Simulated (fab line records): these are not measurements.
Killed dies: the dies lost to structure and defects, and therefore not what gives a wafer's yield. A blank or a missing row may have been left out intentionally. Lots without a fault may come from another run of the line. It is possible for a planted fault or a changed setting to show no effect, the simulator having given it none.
What tool caused it? | flow nand harc | 24 lots, 72 wafers sampled, at 6 steps of a route of 1302

== WHAT THE GAUGES SHOWED, per wafer ==
No reading from a measuring or inspecting step in the record can be judged against a usual standard deviation.

== WHAT TOOL EACH LOT RAN ON (gives the tool, then ch and the chambers of the sampled wafers, and finally the start) ==
lot  | NHARC_P_M0_ETCH_34                 | NHARC_P_M0_PVD_20                       | NHARC_P_M0_DEP_32               | NHARC_P_M1_PVD_20                       | NHARC_P_M2_STRIP_18                | NHARC_P_M2_PVD_20
L074 | rie diel-04 ch 0,2,3, day 5 21:32  | pvd sputter-03, day 6 00:03 or earlier  | pecvd-01 ch 0,1,2, day 6 00:03  | pvd sputter-02, day 6 06:16 or earlier  | rie diel-13 ch 0,1,3, day 6 06:16  | pvd sputter-02, no start
L075 | rie diel-04 ch 1,2, day 6 12:45    | pvd sputter-03, day 6 15:20 or earlier  | pecvd-02 ch 0,2, day 6 15:20    | pvd sputter-03, day 6 21:31 or earlier  | rie diel-13 ch 2,3, day 6 21:31    | pvd sputter-01, no start
L076 | rie diel-04 ch 0,1, day 6 16:46    | pvd sputter-01, day 6 19:35 or earlier  | pecvd-04 ch 0,2, day 6 19:35    | pvd sputter-02, day 7 01:20 or earlier  | rie diel-11 ch 1,3, day 7 01:20    | pvd sputter-01, no start
L077 | rie diel-01 ch 1,3, day 7 07:01    | pvd sputter-02, day 7 09:37 or earlier  | pecvd-02 ch 0,2, day 7 09:37    | pvd sputter-03, day 7 15:56 or earlier  | rie diel-11 ch 1,3, day 7 15:56    | pvd sputter-02, no start
L078 | rie diel-06 ch 1,2,3, day 7 16:25  | pvd sputter-01, day 7 18:58 or earlier  | pecvd-02 ch 0,1,2, day 7 18:58  | pvd sputter-03, day 8 01:21 or earlier  | rie diel-11 ch 1,2,3, day 8 01:21  | pvd sputter-02, no start
L079 | rie diel-06 ch 0,1,3, day 8 10:43  | pvd sputter-02, day 8 13:17 or earlier  | pecvd-04 ch 2, day 8 13:17      | pvd sputter-02, day 8 19:27 or earlier  | rie diel-11 ch 1,2,3, day 8 19:27  | pvd sputter-02, no start
L080 | rie diel-06 ch 0,2,3, day 8 14:05  | pvd sputter-02, day 8 16:37 or earlier  | pecvd-02 ch 1,2, day 8 16:37    | pvd sputter-01, day 8 22:25 or earlier  | rie diel-07 ch 0,1, day 8 22:25    | pvd sputter-03, no start
L081 | rie diel-01 ch 1,2,3, day 9 08:02  | pvd sputter-02, day 9 10:35 or earlier  | pecvd-01 ch 1,2, day 9 10:35    | pvd sputter-03, day 9 16:18 or earlier  | rie diel-13 ch 0,1,3, day 9 16:18  | pvd sputter-02, no start
L082 | rie diel-04 ch 1,2, day 9 08:35    | pvd sputter-03, day 9 11:13 or earlier  | pecvd-04 ch 2, day 9 11:13      | pvd sputter-03, day 9 17:28 or earlier  | rie diel-13 ch 2,3, day 9 17:28    | pvd sputter-03, no start
L083 | rie diel-04 ch 0,2,3, day 9 14:33  | pvd sputter-02, day 9 17:07 or earlier  | pecvd-04 ch 1,2, day 9 17:07    | pvd sputter-02, day 9 23:08 or earlier  | rie diel-07 ch 0,2,3, day 9 23:08  | pvd sputter-03, no start
L084 | rie diel-04 ch 0,1,3, day 10 09:24 | pvd sputter-02, day 10 12:08 or earlier | pecvd-04 ch 1,2, day 10 12:08   | pvd sputter-03, day 10 18:17 or earlier | rie diel-07 ch 0,2, day 10 18:17   | pvd sputter-03, no start
L085 | rie diel-06 ch 1,2, day 10 14:04   | pvd sputter-03, day 10 17:00 or earlier | pecvd-01 ch 0,1, day 10 17:00   | pvd sputter-02, day 11 00:21 or earlier | rie diel-07 ch 0,1,3, day 11 00:21 | pvd sputter-01, no start
L086 | rie diel-04 ch 0,2,3, day 10 21:32 | pvd sputter-01, day 11 00:43 or earlier | pecvd-02 ch 0,2, day 11 00:43   | pvd sputter-03, day 11 07:02 or earlier | rie diel-11 ch 1,3, day 11 07:02   | pvd sputter-03, no start
L087 | rie diel-04 ch 2,3, day 12 02:27   | pvd sputter-02, day 12 05:13 or earlier | pecvd-04 ch 1,2, day 12 05:13   | pvd sputter-03, day 12 11:10 or earlier | rie diel-07 ch 0,1,2, day 12 11:10 | pvd sputter-03, no start
L089 | rie diel-06 ch 1,2, day 12 03:47   | pvd sputter-01, day 12 06:22 or earlier | pecvd-02 ch 0,1, day 12 06:22   | pvd sputter-01, day 12 12:10 or earlier | rie diel-11 ch 2,3, day 12 12:10   | pvd sputter-02, no start
L088 | rie diel-04 ch 2,3, day 12 04:59   | pvd sputter-02, day 12 07:31 or earlier | pecvd-01 ch 1,2, day 12 07:31   | pvd sputter-02, day 12 13:56 or earlier | rie diel-07 ch 1,2,3, day 12 13:56 | pvd sputter-03, no start
L090 | rie diel-04 ch 1,2,3, day 13 00:25 | pvd sputter-03, day 13 02:58 or earlier | pecvd-04 ch 0,1,2, day 13 02:58 | pvd sputter-03, day 13 08:51 or earlier | rie diel-13 ch 0,1,2, day 13 08:51 | pvd sputter-03, no start
L091 | rie diel-06 ch 0,3, day 13 02:26   | pvd sputter-01, day 13 04:59 or earlier | pecvd-02 ch 0,1,2, day 13 04:59 | pvd sputter-03, day 13 11:05 or earlier | rie diel-11 ch 0,2,3, day 13 11:05 | pvd sputter-02, no start
L092 | rie diel-04 ch 2,3, day 13 18:18   | pvd sputter-01, day 13 20:54 or earlier | pecvd-01 ch 1,2, day 13 20:54   | pvd sputter-03, day 14 03:01 or earlier | rie diel-07 ch 2,3, day 14 03:01   | pvd sputter-01, no start
L093 | rie diel-04 ch 0,2,3, day 13 23:15 | pvd sputter-02, day 14 01:47 or earlier | pecvd-04 ch 0,1,2, day 14 01:47 | pvd sputter-03, day 14 07:37 or earlier | rie diel-07 ch 0,2,3, day 14 07:37 | pvd sputter-03, no start
L094 | rie diel-06 ch 1,2,3, day 14 09:25 | pvd sputter-02, day 14 12:06 or earlier | pecvd-02 ch 0,2, day 14 12:06   | pvd sputter-01, day 14 17:55 or earlier | rie diel-13 ch 0,1, day 14 17:55   | pvd sputter-03, no start
L095 | rie diel-01 ch 0,2,3, day 14 18:31 | pvd sputter-02, day 14 21:07 or earlier | pecvd-04 ch 0, day 14 21:07     | pvd sputter-02, day 15 03:14 or earlier | rie diel-11 ch 0,2, day 15 03:14   | pvd sputter-02, no start
L096 | rie diel-04 ch 0,1, day 15 04:17   | pvd sputter-01, day 15 07:02 or earlier | pecvd-04 ch 0,1, day 15 07:02   | pvd sputter-01, day 15 13:02 or earlier | rie diel-07 ch 1,3, day 15 13:02   | pvd sputter-01, no start
L097 | rie diel-06 ch 1,2,3, day 15 16:34 | pvd sputter-02, day 15 19:07 or earlier | pecvd-02 ch 0,1,2, day 15 19:07 | pvd sputter-02, day 16 00:58 or earlier | rie diel-11 ch 2,3, day 16 00:58   | pvd sputter-03, no start
- NHARC_P_M0_ETCH_34: etches the open film in N2/H2, target depth 40 nm, overetch 12 nm, time 43.94 s.
- NHARC_P_M0_PVD_20: deposits TaN, target thk 5 nm, time 8.06 s.
- NHARC_P_M0_DEP_32: deposits SiCN, target thk 30 nm.
- NHARC_P_M1_PVD_20: deposits TaN, target thk 5 nm, time 8.06 s.
- NHARC_P_M2_STRIP_18: strips in N2/H2.
- NHARC_P_M2_PVD_20: deposits TaN, target thk 5 nm, time 8.06 s.

== AS READ BY THE TOOLS THEMSELVES (means over the sampled wafers that have a number; for cases with no such wafer, the mark the record gives instead) ==
NHARC_P_M0_ETCH_34. Usual: for chamber pressure mTorr, 30.000 mTorr with a standard deviation of 0.029; for drypump motor current A, 5.8 A with a standard deviation of 0.5; for h2 flow sccm, 150.0 sccm with a standard deviation of 0.41; for oes product au, 1.002 a.u. with a standard deviation of 0.01; for rf vpp V, 430.1 V with a standard deviation of 2.7; for showerhead plenum p Torr, 2.02 Torr with a standard deviation of 0.091; for throttle valve pct, 14.171 % with a standard deviation of 0.009.
lot  | tool        | chamber pressure mTorr (mTorr) | drypump motor current A (A) | h2 flow sccm (sccm) | oes product au (a.u.) | rf vpp V (V) | showerhead plenum p Torr (Torr) | throttle valve pct (%) | flag
L074 | rie diel-04 | 30.008                         | 6.0                         | 150.0               | 1.002                 | 430.1        | 2.01                            | 14.175                 |
L075 | rie diel-04 | 30.024                         | 5.9                         | 150.6               | 1.005                 | 427.8        | 1.94                            | 14.166                 |
L076 | rie diel-04 | 30.009                         | 6.2                         | 150.3               | 1.010                 | 430.2        | 2.04                            | 14.172                 |
L077 | rie diel-01 | 29.972                         | 5.5                         | 150.0               | 0.998                 | 429.5        | 2.00                            | 14.168                 |
L078 | rie diel-06 | 30.027                         | 5.7                         | 149.9               | 1.010                 | 430.2        | 2.03                            | 14.165                 |
L079 | rie diel-06 | 30.009                         | 5.9                         | 149.9               | 0.989                 | 431.5        | 2.06                            | 14.158                 |
L080 | rie diel-06 | 30.019                         | 5.7                         | 149.8               | 1.008                 | 430.3        | 2.04                            | 14.173                 |
L081 | rie diel-01 | 29.970                         | 5.7                         | 149.8               | 1.000                 | 431.4        | 2.03                            | 14.173                 |
L082 | rie diel-04 | 30.032                         | 5.9                         | 149.8               | 1.010                 | 428.0        | 1.96                            | 14.169                 |
L083 | rie diel-04 | 29.995                         | 6.0                         | 150.0               | 1.013                 | 429.7        | 2.01                            | 14.174                 |
L084 | rie diel-04 | 29.962                         | 6.1                         | 150.0               | 1.007                 | 430.3        | 2.03                            | 14.173                 |
L085 | rie diel-06 | 29.995                         | 5.3                         | 150.1               | 1.002                 | 432.2        | 2.08                            | 14.165                 |
L086 | rie diel-04 | 30.007                         | 6.0                         | 149.9               | 1.005                 | 430.1        | 2.00                            | 14.174                 |
L087 | rie diel-04 | 29.991                         | 5.7                         | 149.7               | 1.006                 | 427.2        | 1.94                            | 14.170                 |
L089 | rie diel-06 | 29.994                         | 5.3                         | 149.8               | 1.008                 | 432.6        | 2.08                            | 14.163                 |
L088 | rie diel-04 | 30.013                         | 5.7                         | 149.7               | 1.007                 | 428.0        | 1.94                            | 14.178                 |
L090 | rie diel-04 | 29.996                         | 5.8                         | 150.2               | 0.994                 | 428.3        | 1.95                            | 14.176                 |
L091 | rie diel-06 | 29.986                         | 5.9                         | 150.1               | 0.998                 | 432.1        | 2.06                            | 14.168                 |
L092 | rie diel-04 | 30.023                         | 5.8                         | 149.9               | 1.001                 | 427.0        | 1.92                            | 14.177                 |
L093 | rie diel-04 | 29.984                         | 6.0                         | 149.5               | 0.996                 | 429.8        | 2.00                            | 14.172                 |
L094 | rie diel-06 | 29.994                         | 5.7                         | 150.0               | 0.998                 | 429.7        | 2.01                            | 14.171                 |
L095 | rie diel-01 | 29.980                         | 5.4                         | 150.1               | 0.988                 | 429.1        | 2.01                            | 14.168                 |
L096 | rie diel-04 | 29.973                         | 6.4                         | 150.2               | 1.000                 | 431.5        | 2.09                            | 14.173                 |
L097 | rie diel-06 | 30.009                         | 5.7                         | 150.1               | 0.996                 | 429.1        | 2.01                            | 14.166                 |

NHARC_P_M0_PVD_20. Usual: bias v 168.6 V, standard deviation 1.5; throttle valve pct 29.9 %, standard deviation 1.
lot  | tool           | bias v (V) | throttle valve pct (%) | flag
L074 | pvd sputter-03 | 167.5      | 30.3                   |
L075 | pvd sputter-03 | 169.0      | 29.3                   |
L076 | pvd sputter-01 | 168.0      | 29.3                   |
L077 | pvd sputter-02 | 169.4      | 29.2                   |
L078 | pvd sputter-01 | 169.6      | 29.7                   |
L079 | pvd sputter-02 | 168.3      | 29.1                   |
L080 | pvd sputter-02 | 168.0      | 29.7                   |
L081 | pvd sputter-02 | 168.7      | 29.3                   |
L082 | pvd sputter-03 | 169.4      | 30.2                   |
L083 | pvd sputter-02 | 168.4      | 29.1                   |
L084 | pvd sputter-02 | 168.8      | 29.7                   |
L085 | pvd sputter-03 | 167.5      | 28.9                   |
L086 | pvd sputter-01 | 167.7      | 30.0                   |
L087 | pvd sputter-02 | 169.8      | 29.1                   |
L089 | pvd sputter-01 | 168.8      | 29.8                   |
L088 | pvd sputter-02 | 169.0      | 29.4                   |
L090 | pvd sputter-03 | 169.3      | 29.8                   |
L091 | pvd sputter-01 | 170.4      | 30.3                   |
L092 | pvd sputter-01 | 169.3      | 29.8                   |
L093 | pvd sputter-02 | 169.8      | 30.3                   |
L094 | pvd sputter-02 | 167.8      | 30.4                   |
L095 | pvd sputter-02 | 167.6      | 30.5                   |
L096 | pvd sputter-01 | 168.4      | 29.8                   |
L097 | pvd sputter-02 | 169.2      | 30.4                   |

NHARC_P_M0_DEP_32. Usual: heater power w reads 613 W (standard deviation 73).
lot  | tool     | heater power w (W) | flag
L074 | pecvd-01 | 575                |
L075 | pecvd-02 | 554                |
L076 | pecvd-04 | 605                |
L077 | pecvd-02 | 590                |
L078 | pecvd-02 | 621                |
L079 | pecvd-04 | 537                |
L080 | pecvd-02 | 563                |
L081 | pecvd-01 | 679                |
L082 | pecvd-04 | 535                |
L083 | pecvd-04 | 643                |
L084 | pecvd-04 | 670                |
L085 | pecvd-01 | 558                |
L086 | pecvd-02 | 487                |
L087 | pecvd-04 | 652                |
L089 | pecvd-02 | 633                |
L088 | pecvd-01 | 623                |
L090 | pecvd-04 | 608                |
L091 | pecvd-02 | 613                |
L092 | pecvd-01 | 665                |
L093 | pecvd-04 | 583                |
L094 | pecvd-02 | 571                |
L095 | pecvd-04 | 618                |
L096 | pecvd-04 | 672                |
L097 | pecvd-02 | 601                |

NHARC_P_M1_PVD_20. Usual: bias v 168.3 V, standard deviation 1.6; throttle valve pct 29.8 %, standard deviation 0.92.
lot  | tool           | bias v (V) | throttle valve pct (%) | flag
L074 | pvd sputter-02 | 168.0      | 29.1                   |
L075 | pvd sputter-03 | 168.4      | 30.0                   |
L076 | pvd sputter-02 | 169.0      | 28.8                   |
L077 | pvd sputter-03 | 165.5      | 30.4                   |
L078 | pvd sputter-03 | 168.6      | 29.6                   |
L079 | pvd sputter-02 | 167.8      | 29.1                   |
L080 | pvd sputter-01 | 169.4      | 29.8                   |
L081 | pvd sputter-03 | 167.7      | 29.7                   |
L082 | pvd sputter-03 | 167.6      | 29.4                   |
L083 | pvd sputter-02 | 168.2      | 30.0                   |
L084 | pvd sputter-03 | 167.8      | 29.6                   |
L085 | pvd sputter-02 | 168.0      | 29.6                   |
L086 | pvd sputter-03 | 169.7      | 30.1                   |
L087 | pvd sputter-03 | 169.1      | 29.7                   |
L089 | pvd sputter-01 | 166.1      | 30.3                   |
L088 | pvd sputter-02 | 169.4      | 29.0                   |
L090 | pvd sputter-03 | 166.6      | 29.8                   |
L091 | pvd sputter-03 | 168.5      | 30.2                   |
L092 | pvd sputter-03 | 168.1      | 30.0                   |
L093 | pvd sputter-03 | 168.2      | 29.4                   |
L094 | pvd sputter-01 | 167.1      | 29.4                   |
L095 | pvd sputter-02 | 166.7      | 30.4                   |
L096 | pvd sputter-01 | 170.2      | 29.2                   |
L097 | pvd sputter-02 | 167.6      | 30.4                   |

NHARC_P_M2_STRIP_18. Usual: chamber pressure mTorr 30.000 mTorr, standard deviation 0.026; drypump motor current A 5.9 A, standard deviation 0.44; h2 flow sccm 150.1 sccm, standard deviation 0.43; oes product au 0.998 a.u., standard deviation 0.011; power w 1000.0 W, standard deviation 2.8; rf vpp V 90.5 V, standard deviation 0.93; showerhead plenum p Torr 2.01 Torr, standard deviation 0.083; throttle valve pct 14.171 %, standard deviation 0.0092.
lot  | tool        | chamber pressure mTorr (mTorr) | drypump motor current A (A) | h2 flow sccm (sccm) | oes product au (a.u.) | power w (W) | rf vpp V (V) | showerhead plenum p Torr (Torr) | throttle valve pct (%) | flag
L074 | rie diel-13 | 30.024                         | 5.9                         | 150.1               | 1.005                 | 999.1       | 89.8         | 2.00                            | 14.169                 |
L075 | rie diel-13 | 30.004                         | 5.7                         | 149.8               | 1.012                 | 1004.2      | 90.4         | 1.91                            | 14.170                 |
L076 | rie diel-11 | 29.990                         | 5.8                         | 149.9               | 0.999                 | 998.7       | 91.4         | 2.08                            | 14.176                 |
L077 | rie diel-11 | 29.981                         | 6.1                         | 150.5               | 0.999                 | 1001.5      | 90.1         | 2.06                            | 14.175                 |
L078 | rie diel-11 | 29.983                         | 5.9                         | 150.1               | 1.003                 | 1001.9      | 90.4         | 2.08                            | 14.166                 |
L079 | rie diel-11 | 29.995                         | 6.0                         | 150.4               | 1.005                 | 999.4       | 91.1         | 2.07                            | 14.165                 |
L080 | rie diel-07 | 30.025                         | 6.5                         | 150.3               | 0.976                 | 999.7       | 90.7         | 2.01                            | 14.170                 |
L081 | rie diel-13 | 30.039                         | 5.9                         | 150.3               | 0.993                 | 1000.8      | 89.6         | 2.00                            | 14.165                 |
L082 | rie diel-13 | 30.016                         | 5.7                         | 150.0               | 0.990                 | 1001.0      | 90.1         | 1.91                            | 14.166                 |
L083 | rie diel-07 | 30.013                         | 6.3                         | 149.9               | 0.994                 | 997.9       | 90.8         | 2.01                            | 14.171                 |
L084 | rie diel-07 | 29.975                         | 6.2                         | 150.2               | 0.995                 | 1001.7      | 90.1         | 1.94                            | 14.185                 |
L085 | rie diel-07 | 30.009                         | 6.2                         | 150.7               | 0.992                 | 999.5       | 91.0         | 2.03                            | 14.170                 |
L086 | rie diel-11 | 29.976                         | 6.1                         | 150.3               | 0.998                 | 999.9       | 90.9         | 2.06                            | 14.179                 |
L087 | rie diel-07 | 29.986                         | 6.2                         | 150.1               | 0.989                 | 999.7       | 90.1         | 1.96                            | 14.177                 |
L089 | rie diel-11 | 29.996                         | 5.8                         | 150.1               | 0.990                 | 1001.2      | 90.6         | 2.09                            | 14.171                 |
L088 | rie diel-07 | 30.008                         | 6.0                         | 150.3               | 0.999                 | 998.5       | 90.5         | 1.98                            | 14.176                 |
L090 | rie diel-13 | 29.986                         | 5.6                         | 149.8               | 1.005                 | 1000.4      | 90.3         | 1.99                            | 14.167                 |
L091 | rie diel-11 | 30.002                         | 5.6                         | 150.3               | 0.996                 | 1000.2      | 90.4         | 2.05                            | 14.176                 |
L092 | rie diel-07 | 30.008                         | 6.0                         | 150.0               | 1.002                 | 1000.6      | 90.3         | 2.03                            | 14.163                 |
L093 | rie diel-07 | 29.988                         | 6.3                         | 150.2               | 0.996                 | 997.7       | 90.7         | 2.01                            | 14.165                 |
L094 | rie diel-13 | 30.009                         | 5.8                         | 150.0               | 1.008                 | 1000.6      | 90.6         | 2.07                            | 14.185                 |
L095 | rie diel-11 | 30.004                         | 5.5                         | 149.8               | 1.000                 | 998.2       | 90.0         | 2.01                            | 14.183                 |
L096 | rie diel-07 | 30.011                         | 5.9                         | 150.3               | 0.998                 | 1000.6      | 90.9         | 2.00                            | 14.168                 |
L097 | rie diel-11 | 29.998                         | 5.9                         | 150.3               | 0.986                 | 1000.2      | 91.3         | 2.08                            | 14.168                 |

NHARC_P_M2_PVD_20. Usual: bias v 168.7 V, standard deviation 1.7; throttle valve pct 29.8 %, standard deviation 0.87.
lot  | tool           | bias v (V) | throttle valve pct (%) | flag
L074 | pvd sputter-02 | 168.0      | 29.5                   |
L075 | pvd sputter-01 | 168.4      | 30.1                   |
L076 | pvd sputter-01 | 166.9      | 29.7                   |
L077 | pvd sputter-02 | 168.4      | 29.0                   |
L078 | pvd sputter-02 | 169.3      | 30.1                   |
L079 | pvd sputter-02 | 168.7      | 29.7                   |
L080 | pvd sputter-03 | 170.7      | 29.3                   |
L081 | pvd sputter-02 | 169.9      | 29.0                   |
L082 | pvd sputter-03 | 166.9      | 29.7                   |
L083 | pvd sputter-03 | 169.4      | 29.8                   |
L084 | pvd sputter-03 | 169.9      | 29.1                   |
L085 | pvd sputter-01 | 169.7      | 29.6                   |
L086 | pvd sputter-03 | 168.1      | 29.9                   |
L087 | pvd sputter-03 | 171.1      | 29.2                   |
L089 | pvd sputter-02 | 166.8      | 30.1                   |
L088 | pvd sputter-03 | 170.8      | 30.0                   |
L090 | pvd sputter-03 | 170.5      | 29.1                   |
L091 | pvd sputter-02 | 168.3      | 30.5                   |
L092 | pvd sputter-01 | 167.4      | 29.7                   |
L093 | pvd sputter-03 | 168.3      | 30.0                   |
L094 | pvd sputter-03 | 167.9      | 30.0                   |
L095 | pvd sputter-02 | 167.5      | 29.6                   |
L096 | pvd sputter-01 | 169.3      | 29.4                   |
L097 | pvd sputter-03 | 168.2      | 29.7                   |

== THE ANSWER, worked out from the rows above alone ==
Rule: lot off if the mean of its wafers having a number is beyond 3 standard deviations from the usual mean. A lot without any number at a reading at which 4 lots or more have one is off too. The other lots that the step has rows for count as sound. Order of review: gauges by route order, followed by the tools' own readings, for which a lot's mean as printed above is used. The first step at which some lot is off is used, and at that step the reading that is off furthest; a lot without a number counts as furthest.
No lot is off at any reading shown: from this, nothing can be told.

== WHAT HAD BEEN PUT IN BY THE SIMULATOR ==
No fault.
